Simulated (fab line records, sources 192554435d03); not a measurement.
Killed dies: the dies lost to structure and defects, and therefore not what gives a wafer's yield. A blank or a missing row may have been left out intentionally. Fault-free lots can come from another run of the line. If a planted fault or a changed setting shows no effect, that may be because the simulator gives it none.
Split-lot study :: flow n5Finfet :: 39 wafers read across 7 lots, on a route 1938 steps long

== THE SPLIT ITSELF ==
At N5_FIN_SAQP_ETCH_69 (etches SOC in N2/H2, stops on SiNx, target depth 150 nm), the setting targetDepthA was moved away from the recipe's 1500 angstrom on 9 of the 39 wafers read, by -59.5% to +17.2%. This setting was run at the recipe's value on the other wafers.

The reading comes from the split's own step.

== THE READING ==
etch.depthNm (the simulator's own value, which no gauge read), in nm, at N5_FIN_SAQP_ETCH_69 (etches SOC in N2/H2, stops on SiNx, target depth 150 nm). The file gives no usual value for it. Here, 30 wafers ran the recipe; their average is 54.78 nm with a standard deviation of 0.36 nm.

wafer: L074.1
tool, chamber at the split: rieDiel-01, 0
targetDepthA as run, angstrom: 1500
against the recipe: recipe
etch.depthNm, nm: 55
against lot-mates on the recipe: -

wafer: L074.4
tool, chamber at the split: rieDiel-01, 1
targetDepthA as run, angstrom: 1500
against the recipe: recipe
etch.depthNm, nm: 54.79
against lot-mates on the recipe: -

wafer: L074.5
tool, chamber at the split: rieDiel-01, 0
targetDepthA as run, angstrom: 1500
against the recipe: recipe
etch.depthNm, nm: 55
against lot-mates on the recipe: -

wafer: L075.1
tool, chamber at the split: rieDiel-01, 0
targetDepthA as run, angstrom: 1500
against the recipe: recipe
etch.depthNm, nm: 54.89
against lot-mates on the recipe: -

wafer: L075.2
tool, chamber at the split: rieDiel-01, 1,1,0
targetDepthA as run, angstrom: 1758
against the recipe: +17.2%
etch.depthNm, nm: 55
against lot-mates on the recipe: +0.30

wafer: L075.5
tool, chamber at the split: rieDiel-01, 1,1,0
targetDepthA as run, angstrom: 1758
against the recipe: +17.2%
etch.depthNm, nm: 55
against lot-mates on the recipe: +0.30

wafer: L075.6
tool, chamber at the split: rieDiel-01, 1,1,0
targetDepthA as run, angstrom: 1758
against the recipe: +17.2%
etch.depthNm, nm: 55
against lot-mates on the recipe: +0.30

wafer: L075.3
tool, chamber at the split: rieDiel-01, 3
targetDepthA as run, angstrom: 1500
against the recipe: recipe
etch.depthNm, nm: 54.7
against lot-mates on the recipe: -

wafer: L075.4
tool, chamber at the split: rieDiel-01, 3
targetDepthA as run, angstrom: 1500
against the recipe: recipe
etch.depthNm, nm: 54.5
against lot-mates on the recipe: -

wafer: L079.1
tool, chamber at the split: rieDiel-06, 0
targetDepthA as run, angstrom: 1500
against the recipe: recipe
etch.depthNm, nm: 55
against lot-mates on the recipe: -

wafer: L079.2
tool, chamber at the split: rieDiel-06, 2
targetDepthA as run, angstrom: 1500
against the recipe: recipe
etch.depthNm, nm: 55
against lot-mates on the recipe: -

wafer: L079.3
tool, chamber at the split: rieDiel-06, 3
targetDepthA as run, angstrom: 1500
against the recipe: recipe
etch.depthNm, nm: 55
against lot-mates on the recipe: -

wafer: L079.4
tool, chamber at the split: rieDiel-06, 1
targetDepthA as run, angstrom: 1500
against the recipe: recipe
etch.depthNm, nm: 54.47
against lot-mates on the recipe: -

wafer: L079.5
tool, chamber at the split: rieDiel-06, 1
targetDepthA as run, angstrom: 1500
against the recipe: recipe
etch.depthNm, nm: 54.59
against lot-mates on the recipe: -

wafer: L079.6
tool, chamber at the split: rieDiel-06, 2
targetDepthA as run, angstrom: 1500
against the recipe: recipe
etch.depthNm, nm: 54.79
against lot-mates on the recipe: -

wafer: L080.1
tool, chamber at the split: rieDiel-02, 1
targetDepthA as run, angstrom: 1500
against the recipe: recipe
etch.depthNm, nm: 53.64
against lot-mates on the recipe: -

wafer: L080.2
tool, chamber at the split: rieDiel-02, 0,3
targetDepthA as run, angstrom: 1500
against the recipe: recipe
etch.depthNm, nm: 55
against lot-mates on the recipe: -

wafer: L080.5
tool, chamber at the split: rieDiel-02, 0,3
targetDepthA as run, angstrom: 1500
against the recipe: recipe
etch.depthNm, nm: 55
against lot-mates on the recipe: -

wafer: L080.3
tool, chamber at the split: rieDiel-02, 3
targetDepthA as run, angstrom: 1500
against the recipe: recipe
etch.depthNm, nm: 55
against lot-mates on the recipe: -

wafer: L080.4
tool, chamber at the split: rieDiel-02, 0
targetDepthA as run, angstrom: 1500
against the recipe: recipe
etch.depthNm, nm: 55
against lot-mates on the recipe: -

wafer: L080.6
tool, chamber at the split: rieDiel-02, 1
targetDepthA as run, angstrom: 1500
against the recipe: recipe
etch.depthNm, nm: 53.99
against lot-mates on the recipe: -

wafer: L083.1
tool, chamber at the split: rieDiel-02, 2
targetDepthA as run, angstrom: 741.5
against the recipe: -50.6%
etch.depthNm, nm: 27.74
against lot-mates on the recipe: -27.26

wafer: L083.2
tool, chamber at the split: rieDiel-02, 3
targetDepthA as run, angstrom: 1500
against the recipe: recipe
etch.depthNm, nm: 55
against lot-mates on the recipe: -

wafer: L083.3
tool, chamber at the split: rieDiel-02, 0,2
targetDepthA as run, angstrom: 1500
against the recipe: recipe
etch.depthNm, nm: 55
against lot-mates on the recipe: -

wafer: L083.6
tool, chamber at the split: rieDiel-02, 0,2
targetDepthA as run, angstrom: 1500
against the recipe: recipe
etch.depthNm, nm: 55
against lot-mates on the recipe: -

wafer: L083.4
tool, chamber at the split: rieDiel-02, 1
targetDepthA as run, angstrom: 741.5
against the recipe: -50.6%
etch.depthNm, nm: 26.77
against lot-mates on the recipe: -28.23

wafer: L083.5
tool, chamber at the split: rieDiel-02, 1
targetDepthA as run, angstrom: 741.5
against the recipe: -50.6%
etch.depthNm, nm: 26.7
against lot-mates on the recipe: -28.30

wafer: L086.1
tool, chamber at the split: rieDiel-01, 2
targetDepthA as run, angstrom: 1500
against the recipe: recipe
etch.depthNm, nm: 55
against lot-mates on the recipe: -

wafer: L086.2
tool, chamber at the split: rieDiel-01, 3
targetDepthA as run, angstrom: 1500
against the recipe: recipe
etch.depthNm, nm: 54.31
against lot-mates on the recipe: -

wafer: L086.3
tool, chamber at the split: rieDiel-01, 1
targetDepthA as run, angstrom: 1500
against the recipe: recipe
etch.depthNm, nm: 54.68
against lot-mates on the recipe: -

wafer: L086.4
tool, chamber at the split: rieDiel-01, 0,2
targetDepthA as run, angstrom: 1500
against the recipe: recipe
etch.depthNm, nm: 55
against lot-mates on the recipe: -

wafer: L086.6
tool, chamber at the split: rieDiel-01, 0,2
targetDepthA as run, angstrom: 1500
against the recipe: recipe
etch.depthNm, nm: 55
against lot-mates on the recipe: -

wafer: L086.5
tool, chamber at the split: rieDiel-01, 3
targetDepthA as run, angstrom: 1500
against the recipe: recipe
etch.depthNm, nm: 54.01
against lot-mates on the recipe: -

wafer: L089.1
tool, chamber at the split: rieDiel-02, 0
targetDepthA as run, angstrom: 607.8
against the recipe: -59.5%
etch.depthNm, nm: 22.88
against lot-mates on the recipe: -32.12

wafer: L089.2
tool, chamber at the split: rieDiel-02, 2
targetDepthA as run, angstrom: 1500
against the recipe: recipe
etch.depthNm, nm: 55
against lot-mates on the recipe: -

wafer: L089.3
tool, chamber at the split: rieDiel-02, 3
targetDepthA as run, angstrom: 1500
against the recipe: recipe
etch.depthNm, nm: 55
against lot-mates on the recipe: -

wafer: L089.4
tool, chamber at the split: rieDiel-02, 3
targetDepthA as run, angstrom: 607.8
against the recipe: -59.5%
etch.depthNm, nm: 22.57
against lot-mates on the recipe: -32.43

wafer: L089.5
tool, chamber at the split: rieDiel-02, 0
targetDepthA as run, angstrom: 1500
against the recipe: recipe
etch.depthNm, nm: 55
against lot-mates on the recipe: -

wafer: L089.6
tool, chamber at the split: rieDiel-02, 2
targetDepthA as run, angstrom: 607.8
against the recipe: -59.5%
etch.depthNm, nm: 22.75
against lot-mates on the recipe: -32.25
When a row names more than one chamber, that row covers several wafers, and the file does not tell which wafer ran in which chamber.

THE FIT
A straight line over all 39 wafers: etch.depthNm changes by +0.504 nm for each +1% of targetDepthA; r = +0.98; the points scatter about the line by 2.4 nm.
The same after taking each lot's own level away (the mean of its wafers on the recipe; 39 wafers): +0.508 nm for each +1%; r = +0.98; scatter 2.4 nm.
Per that fit: largest targetDepthA move, reading shift of 30 nm.
Across the lots, their own levels run from 54.605 to 55.000 nm, a range of 1.1 times the standard deviation given above.
Consequently the slope shifts little with the lot-to-lot level, the two slopes agreeing.
Check: for one of the wafers moved furthest among these (-59.5%), held out of the fit, the line's prediction against its lot-mates is -31 nm. It came out at -32.1 nm against them.

== OTHER SPLITS ON THESE WAFERS ==
Note: prior to the reading, these wafers also went through further splits. Each is held against what the fit with the lots' levels taken away leaves over:
other split on the same wafers: N5_PMOS_HMC_CHANNEL_EPI_HM_DEP_34 targetThkA
wafers away from the commonest value: 12
r with etch.depthNm (lot level and that fit taken away): -0.43

== THE WHOLE CHAIN: every reading that the file lists as answering this split, in the file's order ==
step: N5_FIN_SAQP_ETCH_69
what it does: etches SOC in N2/H2, stops on SiNx, target depth 150 nm
reading: SOC_of_FIN_SAQP_COAT_68.thkNm (the simulator's own value, which no gauge read)
change (the file's fit): not straight: 60.87 at the lowest setting, 4.213 at the recipe, 0 at the highest
r (the file's): not given

step: N5_FIN_SAQP_ETCH_69
what it does: etches SOC in N2/H2, stops on SiNx, target depth 150 nm
reading: etch.depthNm (the simulator's own value, which no gauge read)
change (the file's fit): +0.522 nm for each +1% of the setting
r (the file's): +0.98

== THE FILE'S OWN FIT ==
etch.depthNm changes by +0.522 nm for each +1% of targetDepthA, r = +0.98.
